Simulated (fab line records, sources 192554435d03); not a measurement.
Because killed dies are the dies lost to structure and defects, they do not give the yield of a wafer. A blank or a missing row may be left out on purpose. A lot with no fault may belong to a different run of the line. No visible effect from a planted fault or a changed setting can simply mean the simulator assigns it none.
The same fault as seen by 2 desks + flow n5_finfet + each desk holds nothing but its own numbers, with what lay behind them at the end

## THE METROLOGY DESK
What the gauges read, lot by lot, whatever tool the lot ran on: means of the sampled wafers that have a number. Marked OUT: a lot whose mean sits more than 4 standard deviations from the usual mean, which makes it out of limits; the brackets give that distance. Of its 11 readings 7 are shown: those that lie furthest out on some lot.
Columns: A = DIBL_N at N5_BEOL_M4_RC_MEAS_101, usual 36.4 mV/V; B = IOFF_N at N5_BEOL_M4_RC_MEAS_101, usual 0.163 nA/um; C = ION_N at N5_BEOL_M4_RC_MEAS_101, usual 673 uA/um; D = ION_P at N5_BEOL_M4_RC_MEAS_101, usual 461 uA/um; E = REXT_P at N5_BEOL_M4_RC_MEAS_101, usual 101.0 ohm.um; F = SS_P at N5_BEOL_M4_RC_MEAS_101, usual 73.3 mV/dec; G = VT_N at N5_BEOL_M4_RC_MEAS_101, usual 249.4 mV
| lot  | first seen here | A    | B     | C   | D   | E     | F    | G     |
|------|-----------------|------|-------|-----|-----|-------|------|-------|
| L215 | day 9 07:14     | 36.0 | 0.136 | 656 | 455 | 103.9 | 72.9 | 253.4 |
| L214 | day 9 09:37     | 35.9 | 0.159 | 667 | 456 | 101.0 | 73.7 | 251.1 |
| L217 | day 9 20:17     | 34.2 | 0.135 | 659 | 458 | 106.8 | 73.4 | 252.4 |
| L228 | day 12 19:11    | 36.9 | 0.154 | 677 | 460 | 99.6  | 73.7 | 251.6 |
This desk's finding: nothing out of limits on any of the 4 lots.

## AT THE TOOL OWNER'S DESK: ald_sin-03
The tool's own readings at N5_SPACER0_ALD_00 (deposits SiOCN, target thk 3.5 nm, pulse time 3 s, purge time 2 s): means of the sampled wafers that have a number, for each lot that ran on this tool. Marked OUT: a lot whose mean sits more than 4 standard deviations from the usual mean, which makes it out of limits; the brackets give that distance.
Columns: A = heater_power_w at N5_SPACER0_ALD_00, usual 844 W; B = precursor_pulse_height_rel at N5_SPACER0_ALD_00, usual 1.001
| lot  | first seen here | A   | B     |
|------|-----------------|-----|-------|
| L214 | day 4 04:45     | 894 | 1.002 |
| L215 | day 4 12:46     | 830 | 1.002 |
| L217 | day 5 01:29     | 840 | 1.005 |
This desk's finding: nothing out of limits on any of the 3 lots.

## TAKEN TOGETHER
Nothing out of limits was seen by the metrology desk.
The tool owner's desk saw nothing out of limits.

## WHAT THE SIMULATOR HAD INSERTED
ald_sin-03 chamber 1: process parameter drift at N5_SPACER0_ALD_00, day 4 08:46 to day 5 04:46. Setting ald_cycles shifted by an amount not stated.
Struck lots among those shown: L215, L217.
